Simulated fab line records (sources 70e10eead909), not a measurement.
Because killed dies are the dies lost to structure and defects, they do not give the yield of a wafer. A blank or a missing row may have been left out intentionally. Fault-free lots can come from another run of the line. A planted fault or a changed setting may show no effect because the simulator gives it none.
fab line records | flow nandHarc | part 2 of 2: steps 5 to 6 of 6
[record] lots = 23 wafers = 69 lastDay = 25
route steps=1159 shown A_SLIT@779 A_WL_FILL@834 A_CONTACT@865
lots untouched by any fault: they come from a run of this same line in which no faults occurred
startH: hours from the record's first day to the start of the lot's first wafer shown | waitH: time in hours since the lot's previous step | " repeats the value in the row above | L1.1+2: a row that stands for several wafers | - value missing, or start not given | * or withheld: withheld | < > ~ a bound
route shown NAME@n: a module of which the file shows steps, and the number in the route of the first | usual: mean and standard deviation over wafers with no fault | same: alike in all rows | chamber/n: place in a boat | sites: per-site readings | _std_site: how widely they spread, as a standard deviation | _edge_site: mean of outer sites minus mean of inner sites | radiusMm: how far each site lies from the wafer's centre | mask NAME#n: copy n | behind: the tool/chamber that last shaped the wafer | hold: reason for holding the lot/hours on hold/outcome of the hold | device: names the non-switching transistor (n, p or np) | end of line: the same wafers' tests at the end of the route | a step with no rows: only its recipe | killed: dies that structure and defects cost at the first sort, which is not the same as the wafer's yield | map: per-die view of a wafer (x killed, . not killed, _ where there is no die)
set.NAME: the setting as run; set.NAME@STEP: as run at that earlier step | model.NAME: the simulator's own value behind a step, which no gauge read
a sample of lots followed through the steps of the route, with each step as a table and each wafer as a row
services: from which hour (startH, from the record's first day; less than 0 if before it) a tool's chamber was out of use, for how many hours, and why
[[steps]]
[step NHARC_A_CONTACT_CD_MEAS_53]
[usual] cdNm = 189.7/0.64
// columns lot.wafer tool chamber startH waitH cdNm
L075.2 cdSem-01 - 369.04 - 188.7
L075.3 " - " " 188.8
L075.6 " - " " 188.8
L074.1 cdSem-01 - 370.00 - 189.3
L074.3 " - " " 188.8
L074.6 " - " " 189.2
L077.1 cdSem-03 - 374.96 - 189.4
L077.5 " - " " 189.7
L077.6 " - " " 189.4
L076.1 cdSem-01 - 375.46 - 188.7
L076.4 " - " " 189.4
L076.5 " - " " 188.9
L079.1 cdSem-02 - 391.70 - 189.5
L079.4 " - " " 189.3
L079.6 " - " " 189.7
L078.1 cdSem-02 - 392.31 - 188.5
L078.4 " - " " 188.9
L078.6 " - " " 188.7
L081.1 cdSem-03 - 416.22 - 189.6
L081.3 " - " " 190.1
L081.4 " - " " 190.7
L080.2 cdSem-03 - 417.69 - 189.9
L080.4 " - " " 189.5
L080.6 " - " " 190.0
L085.3 cdSem-02 - 430.87 - 189.9
L085.4 " - " " 189.4
L085.5 " - " " 189.6
L084.3 cdSem-03 - 437.30 - 189.3
L084.5 " - " " 190.2
L084.6 " - " " 189.3
L082.1 cdSem-03 - 437.68 - 190.6
L082.2 " - " " 190.9
L082.4 " - " " 190.7
L083.1 cdSem-02 - 443.22 - 190.4
L083.3 " - " " 190.4
L083.6 " - " " 189.9
L087.1 cdSem-03 - 450.21 - 189.4
L087.2 " - " " 189.9
L087.6 " - " " 189.5
L086.1 cdSem-02 - 455.60 - 189.1
L086.4 " - " " 189.3
L086.6 " - " " 189.9
L088.1 cdSem-02 - 458.61 - 191.1
L088.3 " - " " 191.3
L088.5 " - " " 190.3
L090.1 cdSem-03 - 466.20 - 190.3
L090.2 " - " " 190.5
L090.4 " - " " 189.8
L092.1 cdSem-03 - 468.57 - 189.4
L092.5 " - " " 190.2
L092.6 " - " " 190.0
L091.1 cdSem-03 - 470.45 - 190.2
L091.3 " - " " 190.1
L091.4 " - " " 189.4
L094.3 cdSem-03 - 481.13 - 190.5
L094.4 " - " " 190.0
L094.6 " - " " 190.6
L093.1 cdSem-01 - 486.49 - 189.8
L093.2 " - " " 189.8
L093.3 " - " " 190.2
L096.2 cdSem-02 - 500.41 - 189.7
L096.4 " - " " 189.3
L096.5 " - " " 189.6
L095.1 cdSem-03 - 502.52 - 190.3
L095.2 " - " " 190.2
L095.6 " - " " 189.8
L097.1 cdSem-01 - 513.20 - 189.6
L097.3 " - " " 189.6
L097.6 " - " " 190.1
[step NHARC_A_CONTACT_STRIP_55]
[recipe] o2FlowSccm = 500 arFlowSccm = 0 biasW = 0 chemistry = O2
[usual] chamberPressureMTorr = 60.00/0.053 drypumpMotorCurrentA = 5.8/0.45 mfcArSccm = 0.003/0.0073 o2FlowSccm = 499.9/1.4 oesProductAu = 1.000/0.0087 rfVppV = 57.8/0.85 showerheadPlenumPTorr = 3.55/0.16 throttleValvePct = 17.036/0.0087
// columns lot.wafer tool chamber startH waitH chamberPressureMTorr drypumpMotorCurrentA mfcArSccm o2FlowSccm oesProductAu rfHoursCounterH rfVppV showerheadPlenumPTorr throttleValvePct
L075.3 rieDiel-04 0 - - 59.98 5.8 0.002 498.2 1.001 14 58.3 3.59 17.036
L075.2 " 1 " " 60.11 5.5 0.004 501.7 1.003 14 58.4 3.74 17.025
L075.6 " 1 " " 59.96 5.4 0.004 501.2 0.994 - 58.4 3.74 17.034
L074.3 rieDiel-06 0 - - 59.97 5.9 0 500.4 0.999 48 56.6 3.59 17.034
L074.1 " 1 " " 60.08 6.5 0.002 499.2 0.999 47 57.8 3.67 17.046
L074.6 " 1 " " 59.98 6.6 0.002 500.6 0.993 - 59.1 3.67 17.034
L077.1 rieDiel-04 3 - - 60.02 5.1 0 498.8 1.007 16 57.6 3.36 17.030
L077.5 " 3 " " 60.01 5.1 0 501.1 1.008 - 55.7 3.36 17.042
L077.6 " 0 " " 59.94 5.8 0.002 502.7 1.004 - 57.2 3.59 17.051
L076.1 rieDiel-06 2 - - 60.02 6.5 0.002 499.4 0.992 48 59.6 3.58 17.034
L076.4 " 1 " " 59.96 6.5 0.002 499.4 1.005 - 57.5 3.67 17.029
L076.5 " 2 " " 59.94 6.4 0.002 500.1 0.990 - 58.1 3.58 17.051
L079.4 rieDiel-04 1 - - 60.01 5.5 0.004 499.9 0.999 19 57.7 3.74 17.051
L079.1 " 2 " " 59.99 5.8 0 500.7 1.003 20 57.9 3.48 17.030
L079.6 " 0 " " 59.94 5.9 0.002 501.5 1.008 - 57.5 3.59 17.044
L078.4 rieDiel-06 2 - - 59.92 6.4 0.002 501.1 1.000 56 57.3 3.57 17.040
L078.1 " 1 " " 60.09 6.6 0.002 498.2 1.004 56 58.3 3.66 17.049
L078.6 " 2 " " 60.02 6.4 0.002 502.4 0.994 - 58.2 3.57 17.024
L081.3 rieDiel-04 1 - - 59.95 5.5 0.004 499.5 1.004 22 58.7 3.74 17.039
L081.4 " 2 " " 59.91 5.8 0 498.1 1.008 23 58.2 3.48 17.042
L081.1 " 3 " " 60.04 5.1 0 501.4 0.992 22 56.7 3.36 17.028
L080.2 rieDiel-13 1 - - 59.95 5.3 0 499.7 0.994 51 57.7 3.33 17.041
L080.4 " 2 " " 59.97 6.6 0.011 500.6 1.011 52 58.9 3.78 17.042
L080.6 " 3 " " 59.98 5.4 0 500.6 0.992 - 56.2 3.27 17.035
L085.4 rieDiel-06 1 - - 59.92 6.5 0.002 501.2 1.005 3 58.4 3.66 17.018
L085.3 " 2 " " 59.95 6.4 0.002 501.8 0.998 2 57.4 3.57 17.027
L085.5 " 0 " " 59.86 5.9 0 498.4 1.011 - 59.1 3.57 17.010
L084.3 rieDiel-04 1 - - 60.03 5.4 0.004 503.6 1.010 26 59.9 3.74 17.043
L084.5 " 2 " " 59.94 5.9 0 500.8 1.000 - 57.6 3.47 17.037
L084.6 " 3 " " 59.98 5.1 0 498.5 0.993 - 57.9 3.36 17.042
L082.1 rieDiel-13 1 - - 60.02 5.3 0 501.6 1.000 61 57.2 3.33 17.040
L082.4 " 2 " " 59.96 6.6 0.011 500.2 1.005 61 59.0 3.77 17.042
L082.2 " 3 " " 60.06 5.4 0 498.3 1.001 60 57.2 3.26 17.044
L083.3 rieDiel-04 1 - - 60.13 5.4 0.004 500.3 0.993 27 57.6 3.74 17.032
L083.1 " 2 " " 60.00 5.8 0 497.9 1.002 28 55.8 3.47 17.035
L083.6 " 0 " " 59.98 5.9 0.002 503.3 0.998 - 59.5 3.58 17.032
L087.2 rieDiel-13 0 - - 60.04 5.7 0 500.1 1.003 62 57.7 3.54 17.031
L087.1 " 3 " " 59.96 5.4 0 501.3 0.996 65 59.7 3.26 17.048
L087.6 " 3 " " 59.96 5.4 0 498.3 0.995 - 57.9 3.26 17.053
L086.4 rieDiel-04 1 - - 59.94 5.4 0.004 500.6 0.994 29 57.9 3.73 17.044
L086.1 " 3 " " 60.03 5.1 0 500.2 0.997 29 59.1 3.35 17.040
L086.6 " 2 " " 60.01 5.9 0 500.2 0.994 - 57.6 3.47 17.044
L088.1 rieDiel-04 2 - - 59.93 5.9 0 499.7 0.994 31 56.7 3.47 17.037
L088.3 " 3 " " 60.12 5.1 0 498.7 0.988 30 57.3 3.35 17.036
L088.5 " 2 " " 60.07 5.9 0 500.2 0.998 - 56.7 3.47 17.034
L090.4 rieDiel-06 3 - - 59.98 6.3 0.033 499.1 1.007 18 59.1 3.80 17.043
L090.2 " 1 " " 60.01 6.5 0.002 500.4 1.001 19 58.4 3.65 17.034
L090.1 " 2 " " 60.03 6.4 0.002 500.5 0.995 16 58.4 3.56 17.043
L092.1 rieDiel-13 2 - - 59.97 6.6 0.011 500.3 0.992 3 59.4 3.77 17.054
L092.6 " 0 " " 60.01 5.6 0 497.1 0.991 - 58.4 3.54 17.049
L092.5 " 1 " " 59.95 5.3 0 501.8 1.014 - 57.4 3.32 17.021
L091.4 rieDiel-13 1 - - 59.99 5.4 0 498.9 0.998 3 57.8 3.32 17.045
L091.1 " 3 " " 59.97 5.5 0 500.6 0.999 3 58.2 3.81 17.036
L091.3 " 0 " " 60.08 5.7 0 498.9 1.011 3 56.6 3.54 17.025
L094.3 rieDiel-06 0 - - 59.97 5.9 0 500.5 1.016 23 58.0 3.56 17.032
L094.4 " 2 " " 60.07 6.4 0.002 498.6 0.992 20 59.4 3.56 17.037
L094.6 " 3 " " 60.01 6.3 0.033 498.4 1.002 - 58.1 3.80 17.042
L093.1 rieDiel-04 3 - - 60.00 5.2 0 498.7 0.990 2 56.1 3.35 17.022
L093.2 " 1 " " 59.92 5.5 0.004 498.6 0.988 2 57.9 3.73 17.035
L093.3 " 2 " " 60.09 5.8 0 498.6 0.997 2 57.1 3.47 17.031
L096.4 rieDiel-13 2 - - 60.12 6.6 0.011 500.8 1.005 17 56.6 3.76 17.030
L096.2 " 3 " " 60.03 5.4 0 499.3 0.992 16 58.6 3.80 17.027
L096.5 " 2 " " 59.98 6.5 0.011 499.2 1.000 - 59.2 3.76 17.042
L095.1 rieDiel-04 0 - - 60.02 5.8 0.002 500.6 0.999 4 58.1 3.58 17.029
L095.2 " 2 " " 60.02 5.8 0 500.4 0.991 5 58.3 3.47 17.048
L095.6 " 1 " " 59.96 5.5 0.004 498.3 1.001 - 57.1 3.73 17.041
L097.3 rieDiel-04 1 - - 59.97 5.5 0.004 499.8 0.992 6 58.1 3.73 17.042
L097.1 " 2 " " 60.06 5.9 0 500.2 0.995 6 57.4 3.47 17.025
L097.6 " 1 " " 60.05 5.5 0.004 499.9 1.008 - 57.9 3.73 17.032
[[services]]
// columns tool chamber startH hours kind
rieDiel-04 - 289.04 9.0 pm
pecvd-03 - 292.18 13.0 pm
harCapEtch-03 - 292.23 0.7 repair
harCapEtch-02 - 306.51 17.0 pm
pecvd-01 0 311.79 5.6 repair
cmp-01 - 318.67 5.0 repair
rieDiel-02 - 327.70 9.0 pm
rieDiel-02 0 350.89 9.2 repair
cmp-01 - 375.85 4.0 pm
rieDiel-04 3 397.47 2.3 repair
pecvd-01 2 404.77 5.3 repair
rieDiel-02 2 414.96 5.8 repair
pecvd-01 - 418.35 13.0 pm
rieDiel-02 1 439.05 15.5 repair
pecvd-01 - 442.65 0.6 repair
rieDiel-04 - 466.30 9.0 pm
pecvd-01 2 470.39 4.3 repair
pecvd-03 - 473.18 13.0 pm
cmp-01 - 473.85 4.0 pm
rieDiel-02 - 488.77 12.6 repair
pecvd-01 1 501.68 5.0 repair
rieDiel-02 - 504.70 9.0 pm
pecvd-03 - 510.36 1.3 repair
cmp-01 - 513.67 6.6 repair
